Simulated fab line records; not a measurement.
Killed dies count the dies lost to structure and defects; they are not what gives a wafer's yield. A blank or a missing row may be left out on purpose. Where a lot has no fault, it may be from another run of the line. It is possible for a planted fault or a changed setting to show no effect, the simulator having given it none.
Which tool is to blame? :: flow nand-harc :: 12 lots with 36 wafers sampled at 5 steps, on a route of 1159 steps

WHAT THE GAUGES READ, wafer by wafer
NHARC_A_M1_INSPECT_27.
lot: L506
measured: day 18 05:46
on: defect-inspect-01
raw-defect-count: 501 637 279

lot: L507
measured: day 18 09:15
on: defect-inspect-01
raw-defect-count: 338 342 334

lot: L510
measured: day 19 20:32
on: defect-inspect-02
raw-defect-count: 433 384 371

lot: L512
measured: day 20 00:34
on: defect-inspect-02
raw-defect-count: 487 444 473

lot: L514
measured: day 20 01:30
on: defect-inspect-01
raw-defect-count: 491 616 715

lot: L515
measured: day 20 05:02
on: defect-inspect-01
raw-defect-count: 320 434 346

lot: L513
measured: day 20 06:22
on: defect-inspect-02
raw-defect-count: 558 395 388

lot: L517
measured: day 21 02:43
on: defect-inspect-01
raw-defect-count: 776 792 650

lot: L520
measured: day 21 02:51
on: defect-inspect-02
raw-defect-count: 539 498 513

lot: L521
measured: day 22 02:44
on: defect-inspect-02
raw-defect-count: 580 461 435

lot: L524
measured: day 23 04:40
on: defect-inspect-02
raw-defect-count: 591 509 944

lot: L528
measured: day 25 11:01
on: defect-inspect-01
raw-defect-count: 404 437 443

NHARC_END_SORT_01.
lot: L512
measured: day 21 12:30
on: prober-01
defect-limited-yield (%): 95.4 95.9 97.3
killed-at-array: 28 24 14
killed-at-other: 1 0 1
killed-at-periphery: 2 4 3
killed-dies: 31 28 18
killed-open: 3 4 3
killed-short: 2 1 0
sort_bin_2_pct (%): 1.2 1.8 0.9
sort_bin_3_pct (%): 0.15 0.15 0
sort_bin_4_pct (%): 3.2 2.2 1.8
sort-n-pass: 646 649 659
sort-rim-yield-pct (%): 94.3 92.5 96.2
sort-yield-pct (%): 95.4 95.9 97.3

lot: L517
measured: day 22 16:02
on: prober-01
defect-limited-yield (%): 0 0 0
killed-at-array: 673 674 672
killed-at-other: 0 0 0
killed-at-periphery: 4 3 5
killed-dies: 677 677 677
killed-open: 4 0 4
killed-short: 1 0 5
sort_bin_2_pct (%): 95.7 95.6 94.2
sort_bin_3_pct (%): 0 0.15 0.59
sort_bin_4_pct (%): 4.3 4.3 5.2
sort-n-pass: 0 0 0
sort-rim-yield-pct (%): 0 0 0
sort-yield-pct (%): 0 0 0

lot: L520
measured: day 22 18:27
on: prober-02
defect-limited-yield (%): 0 0 0
killed-at-array: 672 669 676
killed-at-other: 0 1 0
killed-at-periphery: 5 7 1
killed-dies: 677 677 677
killed-open: 2 5 4
killed-short: 1 1 0
sort_bin_2_pct (%): 95.6 96.0 97.3
sort_bin_3_pct (%): 0.30 0.15 0.15
sort_bin_4_pct (%): 4.1 3.8 2.5
sort-n-pass: 0 0 0
sort-rim-yield-pct (%): 0 0 0
sort-yield-pct (%): 0 0 0

lot: L521
measured: day 23 12:49
on: prober-01
defect-limited-yield (%): 0 0 0
killed-at-array: 672 670 670
killed-at-other: 4 3 2
killed-at-periphery: 1 4 5
killed-dies: 677 677 677
killed-open: 1 4 0
killed-short: 2 2 1
sort_bin_2_pct (%): 94.7 95.6 95.7
sort_bin_3_pct (%): 0.30 0.44 0.74
sort_bin_4_pct (%): 5.0 4.0 3.5
sort-n-pass: 0 0 0
sort-rim-yield-pct (%): 0 0 0
sort-yield-pct (%): 0 0 0

WHAT TOOL EACH LOT RAN ON (gives the tool, then ch and the chambers of the sampled wafers, and finally the start)
lot: L506
NHARC_A_BONDPAD_CMP_29: cmp-02 ch 0,2,3, day 18 06:56
NHARC_A_BONDPAD_ETCH_12: rie-diel-03 ch 0,1,3, day 18 08:07
NHARC_A_BONDPAD_DEGAS_25: pvd-sputter-01, day 18 08:55

lot: L507
NHARC_A_BONDPAD_CMP_29: cmp-02 ch 0,1,2, day 18 10:23
NHARC_A_BONDPAD_ETCH_12: rie-diel-01 ch 1,2,3, day 18 11:35
NHARC_A_BONDPAD_DEGAS_25: pvd-sputter-03, day 18 12:21

lot: L510
NHARC_A_BONDPAD_CMP_29: cmp-01 ch 0,1,2, day 19 21:39
NHARC_A_BONDPAD_ETCH_12: rie-diel-03 ch 0,3, day 19 22:44
NHARC_A_BONDPAD_DEGAS_25: pvd-sputter-03, day 19 23:30

lot: L512
NHARC_A_BONDPAD_CMP_29: cmp-01 ch 0,3, day 20 01:40
NHARC_A_BONDPAD_ETCH_12: rie-diel-01 ch 2,3, day 20 02:56
NHARC_A_BONDPAD_DEGAS_25: pvd-sputter-01, day 20 03:44

lot: L514
NHARC_A_BONDPAD_CMP_29: cmp-01 ch 0,1,3, day 20 02:38
NHARC_A_BONDPAD_ETCH_12: rie-diel-03 ch 1,2,3, day 20 03:42
NHARC_A_BONDPAD_DEGAS_25: pvd-sputter-02, day 20 04:29

lot: L515
NHARC_A_BONDPAD_CMP_29: cmp-04 ch 0,1,2, day 20 06:12
NHARC_A_BONDPAD_ETCH_12: rie-diel-03 ch 2,3, day 20 07:22
NHARC_A_BONDPAD_DEGAS_25: pvd-sputter-02, day 20 08:08

lot: L513
NHARC_A_BONDPAD_CMP_29: cmp-01 ch 0,1,2, day 20 07:37
NHARC_A_BONDPAD_ETCH_12: rie-diel-03 ch 1,2,3, day 20 08:47
NHARC_A_BONDPAD_DEGAS_25: pvd-sputter-01, day 20 09:31

lot: L517
NHARC_A_BONDPAD_CMP_29: cmp-02 ch 0,1, day 21 03:50
NHARC_A_BONDPAD_ETCH_12: rie-diel-03 ch 0,1,2, day 21 05:05
NHARC_A_BONDPAD_DEGAS_25: pvd-sputter-02, day 21 05:57

lot: L520
NHARC_A_BONDPAD_CMP_29: cmp-04 ch 0,1,3, day 21 03:59
NHARC_A_BONDPAD_ETCH_12: rie-diel-03 ch 1,2,3, day 21 05:13
NHARC_A_BONDPAD_DEGAS_25: pvd-sputter-03, day 21 05:59

lot: L521
NHARC_A_BONDPAD_CMP_29: cmp-04 ch 1,2, day 22 04:00
NHARC_A_BONDPAD_ETCH_12: rie-diel-03 ch 1,2, day 22 05:11
NHARC_A_BONDPAD_DEGAS_25: pvd-sputter-01, day 22 05:57

lot: L524
NHARC_A_BONDPAD_CMP_29: cmp-01 ch 1,2, day 23 05:50
NHARC_A_BONDPAD_ETCH_12: rie-diel-12 ch 1,2, day 23 07:04
NHARC_A_BONDPAD_DEGAS_25: pvd-sputter-02, day 23 07:50

lot: L528
NHARC_A_BONDPAD_CMP_29: cmp-04 ch 0,1,3, day 25 12:10
NHARC_A_BONDPAD_ETCH_12: rie-diel-01 ch 0,1,2, day 25 13:21
NHARC_A_BONDPAD_DEGAS_25: pvd-sputter-03, day 25 14:08
- NHARC_A_BONDPAD_CMP_29: polishes SiCN, target thk 200 nm.
- NHARC_A_BONDPAD_ETCH_12: etches the open film in CHF3/O2, target depth 220 nm, time 110 s.
- NHARC_A_BONDPAD_DEGAS_25: time 60 s.

WHAT THE TOOLS THEMSELVES READ (means of the sampled wafers that have a number; where no wafer has one, the mark that the record gives instead)
NHARC_A_BONDPAD_CMP_29.
lot: L506
tool: cmp-02
motor-current-A (A): 11.1

lot: L507
tool: cmp-02
motor-current-A (A): 11.6

lot: L510
tool: cmp-01
motor-current-A (A): 11.8

lot: L512
tool: cmp-01
motor-current-A (A): 11.9

lot: L514
tool: cmp-01
motor-current-A (A): 11.7

lot: L515
tool: cmp-04
motor-current-A (A): 12.3

lot: L513
tool: cmp-01
motor-current-A (A): 11.5

lot: L517
tool: cmp-02
motor-current-A (A): 10.4

lot: L520
tool: cmp-04
motor-current-A (A): 13.5

lot: L521
tool: cmp-04
motor-current-A (A): 11.4

lot: L524
tool: cmp-01
motor-current-A (A): 11.7

lot: L528
tool: cmp-04
motor-current-A (A): 13.7

NHARC_A_BONDPAD_ETCH_12.
lot: L506
tool: rie-diel-03
drypump-motor-current-A (A): 5.7
oes-product-au (a.u.): 0.972
rf-fwd-power-W (W): 497.6
rf-vpp-V (V): 372.0
showerhead-plenum-p-Torr (Torr): 2.44
throttle-valve-pct (%): 20.574

lot: L507
tool: rie-diel-01
drypump-motor-current-A (A): 5.6
oes-product-au (a.u.): 0.980
rf-fwd-power-W (W): 496.8
rf-vpp-V (V): 370.7
showerhead-plenum-p-Torr (Torr): 2.38
throttle-valve-pct (%): 20.574

lot: L510
tool: rie-diel-03
drypump-motor-current-A (A): 5.7
oes-product-au (a.u.): 0.968
rf-fwd-power-W (W): 498.2
rf-vpp-V (V): 372.1
showerhead-plenum-p-Torr (Torr): 2.47
throttle-valve-pct (%): 20.573

lot: L512
tool: rie-diel-01
drypump-motor-current-A (A): 5.8
oes-product-au (a.u.): 0.916
rf-fwd-power-W (W): 497.7
rf-vpp-V (V): 369.0
showerhead-plenum-p-Torr (Torr): 2.32
throttle-valve-pct (%): 20.565

lot: L514
tool: rie-diel-03
drypump-motor-current-A (A): 5.6
oes-product-au (a.u.): 0.970
rf-fwd-power-W (W): 497.3
rf-vpp-V (V): 370.2
showerhead-plenum-p-Torr (Torr): 2.39
throttle-valve-pct (%): 20.581

lot: L515
tool: rie-diel-03
drypump-motor-current-A (A): 5.7
oes-product-au (a.u.): 0.968
rf-fwd-power-W (W): 499.3
rf-vpp-V (V): 371.5
showerhead-plenum-p-Torr (Torr): 2.41
throttle-valve-pct (%): 20.570

lot: L513
tool: rie-diel-03
drypump-motor-current-A (A): 5.6
oes-product-au (a.u.): 0.936
rf-fwd-power-W (W): 497.1
rf-vpp-V (V): 371.4
showerhead-plenum-p-Torr (Torr): 2.39
throttle-valve-pct (%): 20.579

lot: L517
tool: rie-diel-03
drypump-motor-current-A (A): 5.5
oes-product-au (a.u.): 0.734
rf-fwd-power-W (W): 295.7
rf-vpp-V (V): 370.4
showerhead-plenum-p-Torr (Torr): 2.40
throttle-valve-pct (%): 20.570

lot: L520
tool: rie-diel-03
drypump-motor-current-A (A): 5.6
oes-product-au (a.u.): 0.708
rf-fwd-power-W (W): 298.6
rf-vpp-V (V): 370.3
showerhead-plenum-p-Torr (Torr): 2.39
throttle-valve-pct (%): 20.570

lot: L521
tool: rie-diel-03
drypump-motor-current-A (A): 5.6
oes-product-au (a.u.): 0.707
rf-fwd-power-W (W): 297.9
rf-vpp-V (V): 368.6
showerhead-plenum-p-Torr (Torr): 2.36
throttle-valve-pct (%): 20.570

lot: L524
tool: rie-diel-12
drypump-motor-current-A (A): 5.5
oes-product-au (a.u.): 0.933
rf-fwd-power-W (W): 494.9
rf-vpp-V (V): 369.2
showerhead-plenum-p-Torr (Torr): 2.37
throttle-valve-pct (%): 20.571

lot: L528
tool: rie-diel-01
drypump-motor-current-A (A): 5.4
oes-product-au (a.u.): 0.931
rf-fwd-power-W (W): 497.0
rf-vpp-V (V): 370.4
showerhead-plenum-p-Torr (Torr): 2.38
throttle-valve-pct (%): 20.565

NHARC_A_BONDPAD_DEGAS_25.
lot: L506
tool: pvd-sputter-01
heater-power-w (W): 463

lot: L507
tool: pvd-sputter-03
heater-power-w (W): 475

lot: L510
tool: pvd-sputter-03
heater-power-w (W): 452

lot: L512
tool: pvd-sputter-01
heater-power-w (W): 468

lot: L514
tool: pvd-sputter-02
heater-power-w (W): 512

lot: L515
tool: pvd-sputter-02
heater-power-w (W): 431

lot: L513
tool: pvd-sputter-01
heater-power-w (W): 448

lot: L517
tool: pvd-sputter-02
heater-power-w (W): 433

lot: L520
tool: pvd-sputter-03
heater-power-w (W): 473

lot: L521
tool: pvd-sputter-01
heater-power-w (W): 475

lot: L524
tool: pvd-sputter-02
heater-power-w (W): 413

lot: L528
tool: pvd-sputter-03
heater-power-w (W): 501

THE ANSWER, worked out from the rows above alone
Rule: the lots themselves supply what counts as usual. The widest of any qualifying gaps counts: lots, ordered by their means at a reading, are off when they make up no more than a third of the lots, leave a main group of 4 or more, and stand apart from it by 3 or more times the standard deviation of that group's means. The tables above print the reading to a certain number of digits; a main group whose means all agree to those digits is not used. A lot without any number at a reading at which 4 lots or more have one is off too. Any other lot the step has rows for is counted as sound. The gauges are gone through in route order, then the tools' own readings, and for those a lot's mean is taken as printed above. The first step at which some lot is off is used, and at that step the reading that is off furthest; a lot without a number counts as furthest.
Off, at NHARC_A_BONDPAD_ETCH_12 on rf-fwd-power-W: L517, L520, L521. Mean 497.3 W and standard deviation 1.1 in the main group.
A tool fits if, at that step or a process step before it, it ran every lot that is off, and no sound lot after the first of them. One candidate fits, namely rie-diel-03 at NHARC_A_BONDPAD_ETCH_12. Its last sound lot is L513 (day 20 08:47), its first lot that is off L517 (day 21 05:05): a fault that began between those two fits.
The tool's own readings at NHARC_A_BONDPAD_ETCH_12 bear it out: on the lots that are off they differ by more than 5 times the standard deviation of the sound lots' means. oes-product-au reads 0.716 a.u. there against 0.953 a.u. on the sound lots; rf-fwd-power-W reads 297.4 W there against 497.3 W on the sound lots.

WHAT THE SIMULATOR HAD INSERTED
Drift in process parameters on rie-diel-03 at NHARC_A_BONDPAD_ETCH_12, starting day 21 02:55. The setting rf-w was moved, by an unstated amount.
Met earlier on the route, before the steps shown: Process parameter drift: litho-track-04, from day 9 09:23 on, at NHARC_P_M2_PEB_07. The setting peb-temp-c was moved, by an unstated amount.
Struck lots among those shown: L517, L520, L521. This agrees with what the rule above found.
